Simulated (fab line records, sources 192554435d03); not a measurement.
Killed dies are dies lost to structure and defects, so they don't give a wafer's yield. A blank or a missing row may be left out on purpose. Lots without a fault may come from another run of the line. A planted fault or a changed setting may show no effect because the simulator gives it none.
Chamber matching | flow n5_finfet | N5_BEOL_M4_STRIP_66 on rie_diel-05: 4 sister chambers
The step strips in CF4. 22 wafers are shown with their chamber, then 11 later ones without.

WAFERS WITH THEIR CHAMBER
wafer  | chamber | showerhead_plenum_p_Torr (Torr) | drypump_motor_current_A (A) | oes_product_au (a.u.)
L079.1 | 3       | 1.79                            | 5.7                         | 0.70
L079.2 | 0       | 1.91                            | 5.6                         | 0.85
L079.6 | 1       | 1.78                            | 5.4                         | 0.96
L080.1 | 2       | 1.84                            | 5.8                         | 0.69
L080.2 | 1       | 1.78                            | 5.4                         | 0.93
L080.4 | 0       | 1.91                            | 5.6                         | 0.83
L083.1 | 0       | 1.91                            | 5.6                         | 0.85
L083.2 | 2       | 1.84                            | 5.8                         | 0.69
L083.6 | 1       | 1.78                            | 5.4                         | 0.93
L084.3 | 1       | 1.78                            | 5.4                         | 0.93
L084.5 | 1       | 1.78                            | 5.4                         | 0.93
L084.6 | 0       | 1.91                            | 5.6                         | 0.84
L085.1 | 0       | 1.91                            | 5.6                         | 0.84
L085.3 | 3       | 1.78                            | 5.7                         | 0.70
L085.5 | 2       | 1.84                            | 5.8                         | 0.68
L087.1 | 1       | 1.77                            | 5.4                         | 0.91
L087.3 | 2       | 1.84                            | 5.8                         | 0.68
L087.4 | 3       | 1.78                            | 5.7                         | 0.69
L088.1 | 1       | 1.77                            | 5.4                         | 0.89
L088.4 | 3       | 1.78                            | 5.7                         | 0.68
L088.5 | 1       | 1.77                            | 5.4                         | 0.90
L089.3 | 0       | 1.90                            | 5.5                         | 0.81

SIGNATURES (means of the wafers above)
reading                  | chamber 0 | chamber 1 | chamber 2 | chamber 3 | scatter within a chamber
showerhead_plenum_p_Torr | 1.9083    | 1.7763    | 1.8400    | 1.7825    | 0.00438
drypump_motor_current_A  | 5.583     | 5.400     | 5.800     | 5.700     | 0.0215
oes_product_au           | 0.8367    | 0.9225    | 0.6850    | 0.6925    | 0.0164
Rule: a wafer's distance from a chamber is the root of the sum, over the readings, of the square of ((its reading less the chamber's mean) divided by the reading's scatter). The wafer belongs to the nearest chamber; if the next one is less than 2 further off, it can't be placed. The scatter: the root of (the sum of the squares of (reading less its chamber's mean) over the shown wafers, divided by (wafers less chambers)).

WAFERS WITHOUT THEIR CHAMBER
wafer  | showerhead_plenum_p_Torr (Torr) | drypump_motor_current_A (A) | oes_product_au (a.u.)
L089.5 | 1.90                            | 5.5                         | 0.82
L089.6 | 1.77                            | 5.4                         | 0.89
L094.1 | 1.78                            | 5.7                         | 0.68
L094.2 | 1.90                            | 5.6                         | 0.81
L094.4 | 1.84                            | 5.8                         | 0.68
L096.3 | 1.84                            | 5.7                         | 0.67
L096.5 | 1.78                            | 5.7                         | 0.67
L096.6 | 1.90                            | 5.6                         | 0.81
L097.1 | 1.90                            | 5.6                         | 0.80
L097.4 | 1.84                            | 5.7                         | 0.67
L097.5 | 1.77                            | 5.4                         | 0.87

WHICH CHAMBER EACH WENT THROUGH
wafer  | from the rows above | in truth
L089.5 | 0                   | 0
L089.6 | 1                   | 1
L094.1 | 3                   | 3
L094.2 | 0                   | 0
L094.4 | 2                   | 2
L096.3 | 2                   | 2
L096.5 | 3                   | 3
L096.6 | 0                   | 0
L097.1 | 0                   | 0
L097.4 | 2                   | 2
L097.5 | 1                   | 1
Placed correctly: 11 of 11. Can't be placed from these rows: 0. Placed wrongly: 0.
